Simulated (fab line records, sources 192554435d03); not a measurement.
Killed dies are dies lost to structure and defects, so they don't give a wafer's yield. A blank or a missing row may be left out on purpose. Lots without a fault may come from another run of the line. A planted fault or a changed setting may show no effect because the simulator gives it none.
A struck lot beside a sound one | flow n5_finfet | 19 steps out of a route of 1938
Sound: wafers L820.2, L820.3, L820.4. Struck: wafers L831.2, L831.3, L831.5. The cause comes at the end.
At each step with rows: each side's tool, then ch and its chambers, then its first start. Under that, the readings that differ: sound wafers | struck wafers | difference of the means | sigmas: that difference in standard deviations of wafers without a fault.
alike: readings whose means differ by less than 2 such deviations, and words and numbers that are the same on both sides. not compared: withheld readings, readings that some wafer has no value for, bounds like >300 that may hide the same value, and numbers for which the record gives no deviation and whose values overlap.
The two part at a step that has a row with sigmas, a row that says differs or no value, or rows on one side only. Numbers that don't overlap but have no deviation are shown without sigmas and don't part them. A reading that every wafer of one side lacks parts them only if that side has two wafers or more.

N5_BEOL_M7_RS_MEAS_57: measures by four-point-probe.
  sound on film_metro-01, day 10 14:50; struck on film_metro-01, day 13 15:10
  alike: M7_RS
N5_BEOL_M7_INSPECT_58: inspects for defects (darkfield).
  sound on defect_inspect-02, day 10 14:51; struck on defect_inspect-01, day 13 15:11
  alike: raw_defect_count
N5_BEOL_M8_ILD_DEP_00: deposits SiCOH lowk from DEMS/porogen, target thk 179.75 nm, time 33.4 s.
  sound on pecvd-02 ch 0,1,2, day 10 14:53; struck on pecvd-01 ch 0,2, day 13 15:13
  alike: heater_power_w, showerhead_plenum_p_Torr, throttle_valve_pct
  not compared: since_wet_clean_h
N5_BEOL_M8_CURE_74: cures SiCOH lowk, time 240 s.
  sound on uv_cure-03 ch 2, day 10 20:51; struck on uv_cure-03 ch 2, day 13 15:22
  alike: lamp_power_pct, wafer_temp_C_max
N5_BEOL_M8_THK_MEAS_01:
  sound on film_metro-01, day 10 21:17; struck on film_metro-01, day 13 15:48
  alike: M8_ILD_THK
N5_BEOL_M8_PECVD_70: deposits SiO2 from TEOS/O2, target thk 20 nm, time 22.7 s.
  sound on pecvd-01 ch 0,2, day 10 21:19; struck on pecvd-03 ch 1,2, day 13 15:50
  alike: heater_power_w, showerhead_plenum_p_Torr, throttle_valve_pct
  not compared: since_wet_clean_h
N5_BEOL_M8_HM_DEP_02: deposits TiN, target thk 20 nm.
  sound on pvd_sputter-02, day 10 21:45; struck on pvd_sputter-03, day 13 16:14
  alike: throttle_valve_pct
then, 5 steps without rows for these wafers: N5_BEOL_M8_COAT_59 (time 60 s, resist thk 100 nm); N5_BEOL_M8_COAT_60 (time 60 s, resist thk 35 nm); N5_BEOL_M8_COAT_05 (resist thk 90 nm); N5_BEOL_M8_EBR_07; N5_BEOL_M8_SOFTBAKE_06 (time 60 s).
N5_BEOL_M8_EXPOSE_08: exposes mask M8.
  sound on arfi_scanner-01 ch 0, day 10 22:07; struck on arfi_scanner-02 ch 0, day 13 16:37
  reading                         | sound          | struck         | difference | sigmas
  model.BEOL_M8.overlay_x_nm (nm) | -0.8 -0.8 -0.8 | 19.8 19.8 19.8 | +20.6      |
  alike: mask
then, 2 steps without rows for these wafers: N5_BEOL_M8_PEB_09 (peb time 60 s); N5_BEOL_M8_DEVELOP_10 (develop time 30 s).
N5_BEOL_M8_CD_MEAS_11: target cd 38.5 nm.
  sound on cd_sem-01 ch 0, day 10 22:14; struck on cd_sem-01 ch 0, day 13 16:44
  alike: cd_nm
N5_BEOL_M8_OVL_MEAS_12:
  sound on overlay-01 ch 0, day 10 22:16; struck on overlay-01 ch 0, day 13 16:46
  reading     | sound          | struck         | difference | sigmas
  M8_OVL (nm) | -0.5 -0.8 -2.0 | 20.1 20.1 20.0 | +21.2      | +32
N5_BEOL_M8_INSPECT_13: inspects for defects (brightfield).
  sound on defect_inspect-02, day 10 22:18; struck on defect_inspect-01, day 13 16:47
  alike: raw_defect_count
-- the record jumps here: 3 days lie between the struck wafers' starts before and after (it left off in module BEOL_M8 and takes up again in module PASSIVATION, whose first step shown is number 1936 of the route) --
N5_PASSIVATION_PROBE_49:
  sound on prober-01, day 13 20:07; struck on prober-02, day 16 10:41
  reading               | sound       | struck      | difference | sigmas
  killed_at_contacts    | 25 28 26    | 11 6 10     | -17        | -3
  killed_open           | 106 78 107  | 64 55 55    | -39        | -3
  sort_bin_6_memory (%) | 4.7 4.3 6.2 | 3.4 3.2 2.9 | -1.9       | -2
  alike: defect_limited_yield, killed_at_M0_to_M3, killed_at_M4_up, killed_at_front_end, killed_at_other, killed_dies, killed_short, sort_bin_5_function, sort_n_pass, sort_yield_pct

WHERE THEY PART
First at N5_BEOL_M8_OVL_MEAS_12; last, within this record, at N5_PASSIVATION_PROBE_49.

WHY: what the simulator had put in
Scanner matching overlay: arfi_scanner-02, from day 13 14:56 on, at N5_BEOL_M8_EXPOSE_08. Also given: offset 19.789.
